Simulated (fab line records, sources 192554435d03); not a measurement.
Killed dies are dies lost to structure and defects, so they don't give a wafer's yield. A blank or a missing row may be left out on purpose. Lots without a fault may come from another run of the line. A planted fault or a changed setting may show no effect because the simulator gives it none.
Problem report in the 8D (eight disciplines) form, filled by code | flow n5_finfet | the parts of the form that need people (team, actions taken, sign-off) are left out

1. THE PROBLEM
raw_defect_count at N5_MOL_CONTACT_COAG_INSPECT_42 reads a mean of 857 on 9 wafers of 3 lots; wafers without a fault read 192 with a standard deviation of 56. That is +12 standard deviations from the usual mean.
The step: inspects for defects (brightfield).
First seen on wafer L493.1, day 8 02:33, on defect_inspect-01. The record holds 23 wafers of 8 lots with a number at this step. Rule for "out", or "out of limits": more than 4 standard deviations from the usual mean. The other wafers with a number count as sound.

2. WHAT IT IS AND WHAT IT IS NOT
question                    | is                                   | is not
which readings at this step | raw_defect_count                     | -
which lots                  | L493, L495, L496                     | L491, L492, L494, L504, L505
which wafers of those lots  | all that have a number               | -
read on which gauges        | defect_inspect-01, defect_inspect-02 | -
when                        | from day 8 02:33                     | up to then (6 sound wafers); but 8 sound wafers of L494, L504, L505 came after

3. SUSPECTS, AND WHAT RULES EACH OUT
Counting: a tool at a process step up to the reading stays a suspect if it ran every lot that is out and no sound lot after the first of them.
- the gauge at N5_MOL_CONTACT_COAG_INSPECT_42: ruled out. The wafers that are out were read on 2 gauges (defect_inspect-01, defect_inspect-02).
- plasma_asher-02 at N5_MOL_CONTACT_COAG_STRIP_119 (strips in N2/H2, time 30 s): ruled out as a lasting fault. Sound lots L504, L505 ran on it after its first lot that is out, L493 (day 8 01:58).
Left after counting: nothing in the record.

4. THE CAUSE (what the simulator had put in)
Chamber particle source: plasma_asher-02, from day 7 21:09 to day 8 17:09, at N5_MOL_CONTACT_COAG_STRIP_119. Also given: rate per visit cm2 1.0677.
Counting ruled it out, wrongly: the rule takes a fault to strike every lot that its tool runs from its start on, and this one did not.

5. THE CHAIN OF EFFECTS, in route order
Each row: a reading whose mean over the struck wafers that have a number lies more than 3 standard deviations from the usual. Only readings for which the record gives a usual standard deviation are gone through. hours: the time from each lot's start at the first step in this table that gives one to its start at this step, as a median over the lots. sigmas: the change in usual standard deviations.
hours | step                           | reading              | usual  | on struck wafers | change | sigmas
0     | N5_MOL_CONTACT_COAG_INSPECT_42 | raw_defect_count     | 192    | 857              | +665   | +12
346   | N5_PASSIVATION_PROBE_49        | defect_limited_yield | 90.7 % | 82.2             | -8.5   | -5.7
346   | N5_PASSIVATION_PROBE_49        | killed_at_contacts   | 12     | 119              | +107   | +18
346   | N5_PASSIVATION_PROBE_49        | killed_dies          | 110    | 210              | +100   | +5.6
346   | N5_PASSIVATION_PROBE_49        | sort_bin_5_function  | 5.5 %  | 10.9             | +5.4   | +4.9
346   | N5_PASSIVATION_PROBE_49        | sort_n_pass          | 1070   | 970              | -100   | -5.6
346   | N5_PASSIVATION_PROBE_49        | sort_yield_pct       | 90.7 % | 82.2             | -8.5   | -5.7
The process steps in it:
- N5_PASSIVATION_PROBE_49
Later measuring or inspecting steps at which every struck wafer that the step has a row for has a number for every such reading, and none has moved that far: N5_BEOL_M4_RC_MEAS_101.

6. WHAT WOULD HAVE CAUGHT IT SOONER
In this record the first reading out of limits at a measuring or inspecting step was taken at day 8 02:33, 5 hours after the fault began at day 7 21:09.
Of the tool readings at N5_MOL_CONTACT_COAG_STRIP_119 for which the record gives a usual standard deviation, none was out on any struck wafer, so an alarm limit of 4 standard deviations on them would not have fired.
